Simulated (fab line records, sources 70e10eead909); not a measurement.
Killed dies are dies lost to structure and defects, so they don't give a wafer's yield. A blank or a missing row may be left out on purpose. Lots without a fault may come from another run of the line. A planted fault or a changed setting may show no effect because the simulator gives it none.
Chamber matching | flow nand_harc | NHARC_P_CONTACT_ALD_22 on ald_metal-04: 4 sister chambers
The step deposits TiN, target thk 3 nm, pulse time 1 s, ald cycles 150. 8 wafers are shown with their chamber, then 12 later ones without.

WAFERS WITH THEIR CHAMBER
wafer  | chamber | heater_power_w (W) | precursor_pulse_height_rel
L077.4 | 0       | 1194               | 0.999
L081.1 | 1       | 1054               | 0.976
L084.2 | 0       | 1223               | 0.965
L084.4 | 2       | 1100               | 0.987
L084.5 | 2       | 1090               | 0.989
L084.1 | 3       | 1039               | 0.965
L084.3 | 1       | 1076               | 0.993
L084.6 | 3       | 1061               | 0.947

WAFERS WITHOUT THEIR CHAMBER
wafer  | heater_power_w (W) | precursor_pulse_height_rel
L083.1 | 1038               | 1.015
L083.3 | 1110               | 0.996
L083.6 | 1079               | 1.014
L088.1 | 1039               | 1.016
L088.2 | 1068               | 1.005
L088.5 | 1213               | 1.002
L092.1 | 1084               | 1.009
L092.2 | 1070               | 0.978
L092.3 | 1226               | 1.004
L096.4 | 996                | 1.001
L096.5 | 1079               | 0.996
L096.6 | 1004               | 1.020

WHICH CHAMBER EACH WENT THROUGH
wafer  | from the rows above          | in truth
L083.1 | can't be placed: 1 or 3 or 2 | 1
L083.3 | can't be placed: 2 or 1      | 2
L083.6 | can't be placed: 2 or 1      | 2
L088.1 | can't be placed: 1 or 2 or 3 | 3
L088.2 | can't be placed: 1 or 2      | 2
L088.5 | 0                            | 0
L092.1 | can't be placed: 2 or 1      | 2
L092.2 | can't be placed: 1 or 2 or 3 | 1
L092.3 | 0                            | 0
L096.4 | can't be placed: 1 or 3 or 2 | 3
L096.5 | can't be placed: 2 or 1      | 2
L096.6 | can't be placed: 1 or 3 or 2 | 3
Placed correctly: 2 of 12. Can't be placed from these rows: 10 (the true chamber is among the candidates in 10). Placed wrongly: 0.
How it was worked out, from the rows above alone: a wafer's distance from a chamber is the root of the sum, over the readings, of the square of ((its reading less the chamber's mean) divided by the reading's scatter). The wafer belongs to the nearest chamber; if the next one is less than 2 further off, it can't be placed. A chamber's mean is the mean of its shown wafers. The scatter: the root of (the sum of the squares of (reading less its chamber's mean) over the shown wafers, divided by (wafers less chambers)).
